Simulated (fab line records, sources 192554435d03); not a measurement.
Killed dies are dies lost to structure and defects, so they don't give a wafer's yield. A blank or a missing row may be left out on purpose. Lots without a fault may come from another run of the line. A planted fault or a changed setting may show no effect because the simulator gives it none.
Chamber matching | flow n5_finfet | N5_BEOL_M14_DEP_53 on pecvd-04: 3 sister chambers
The step deposits SiCN from 3MS/NH3, target thk 50 nm, time 17.8 s. 3 wafers are shown with their chamber, then 7 later ones without.

WAFERS WITH THEIR CHAMBER
wafer  | chamber | throttle_valve_pct (%)
L089.5 | 1       | 20.1
L090.4 | 2       | 17.2
L090.5 | 0       | 18.7

WAFERS WITHOUT THEIR CHAMBER
wafer  | throttle_valve_pct (%)
L090.6 | 19.9
L094.1 | 18.5
L094.2 | 17.5
L094.6 | 17.4
L097.1 | 20.1
L097.2 | 17.6
L097.4 | 20.1

WHICH CHAMBER EACH WENT THROUGH
wafer  | from the rows above | in truth
L090.6 | 1                   | 1
L094.1 | 0                   | 0
L094.2 | 2                   | 2
L094.6 | 2                   | 2
L097.1 | 1                   | 1
L097.2 | 2                   | 2
L097.4 | 1                   | 1
Placed correctly: 7 of 7. Can't be placed from these rows: 0. Placed wrongly: 0.
How it was worked out, from the rows above alone: a wafer's distance from a chamber is the root of the sum, over the readings, of the square of ((its reading less the chamber's mean) divided by the reading's scatter). The wafer belongs to the nearest chamber; if the next one is less than 2 further off, it can't be placed. A chamber's mean is the mean of its shown wafers. The scatter: with one shown wafer a chamber, the root of the mean of the squares of how far each hidden wafer lies from its nearest shown one.
